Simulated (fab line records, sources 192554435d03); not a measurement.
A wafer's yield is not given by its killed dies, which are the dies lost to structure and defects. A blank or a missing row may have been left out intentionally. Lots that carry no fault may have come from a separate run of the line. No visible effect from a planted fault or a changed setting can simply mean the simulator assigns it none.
Lot-split experiment	flow n5Finfet	route with 1938 steps; 7 lots, 21 wafers read

== ON THE SPLIT ==
At N5_BEOL_M12_PEB_08 (peb time 90 s), the setting pebTimeS was moved away from the recipe's 90 s on 6 of the 21 wafers read, by -16.0% to +15.6%. All remaining wafers had this setting at the recipe value.

== FROM THE SPLIT TO THE READING: what the file shows between them, 2 steps ==
- N5_BEOL_M12_DEVELOP_09: develop time 45 s
- N5_BEOL_M12_HARDBAKE_14: time 120 s

== THE READING ==
cdNm, in nm, at N5_BEOL_M12_CD_MEAS_10 (target cd 140 nm). On this fab line, fault-free wafers typically give 140.0 nm with a standard deviation of 1.4 nm.

wafer	tool, chamber at the split	pebTimeS as run, s	against the recipe	cdNm, nm	against lot-mates on the recipe
L074.1	lithoTrack-01, 0	79.5	-11.7%	138.0	-3.5
L074.4	lithoTrack-01, 0	90	recipe	141.5	-
L074.5	lithoTrack-01, 0	79.5	-11.7%	137.2	-4.3
L080.1	lithoTrack-01, 0	90	recipe	142.3	-
L080.3	lithoTrack-01, 0	75.64	-16.0%	136.8	-5.0
L080.6	lithoTrack-01, 0	90	recipe	141.3	-
L084.1	lithoTrack-01, 0	103.2	+14.7%	142.9	+4.5
L084.2	lithoTrack-01, 0	90	recipe	138.0	-
L084.3	lithoTrack-01, 0	90	recipe	138.8	-
L087.2	lithoTrack-02, 0	90	recipe	140.9	-
L087.3	lithoTrack-02, 0	104	+15.6%	144.1	+4.0
L087.6	lithoTrack-02, 0	90	recipe	139.3	-
L091.1	lithoTrack-03, 0	90	recipe	137.3	-
L091.4	lithoTrack-03, 0	90	recipe	137.0	-
L091.5	lithoTrack-03, 0	82.35	-8.5%	135.8	-1.3
L094.1	lithoTrack-02, 0	90	recipe	139.4	-
L094.3	lithoTrack-02, 0	90	recipe	136.3	-
L094.5	lithoTrack-02, 0	90	recipe	139.3	-
L095.3	lithoTrack-03, 0	90	recipe	141.7	-
L095.4	lithoTrack-03, 0	90	recipe	140.5	-
L095.6	lithoTrack-03, 0	90	recipe	141.2	-

FIT RESULTS
A straight line over all 21 wafers: cdNm changes by +0.231 nm for each +1% of pebTimeS; r = +0.71; the points scatter about the line by 1.7 nm.
The same after taking each lot's own level away (the mean of its wafers on the recipe; 21 wafers): +0.294 nm for each +1%; r = +0.94; scatter 0.78 nm.
That fit puts the effect of the largest move of pebTimeS on the reading at 4.7 nm.
The span of the lots' own levels, 137.15 to 141.80 nm, comes to 3.3 times the standard deviation stated above.
So the lot-to-lot level blurs the effect unless lot-mates are compared.
Check: for one of the wafers moved furthest among these (-16.0%), held out of the fit, the line's prediction against its lot-mates is -4.6 nm. It came out at -5 nm against them.

== OTHER SPLITS ON THESE WAFERS ==
Before the reading, these wafers also passed through other splits. Each is held against what the fit with the lots' levels taken away leaves over:
other split on the same wafers	wafers away from the commonest value	r with cdNm (lot level and that fit taken away)
N5_BEOL_M10_COAT_22 spinRpm	9	+0.05
N5_BEOL_M11_ILD_DEP_00 timeS	7	+0.12
N5_BEOL_M11_EXPOSE_08 doseMj	7	+0.03

== THE FILE'S OWN FIT ==
cdNm changes by +0.288 nm for each +1% of pebTimeS, r = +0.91.
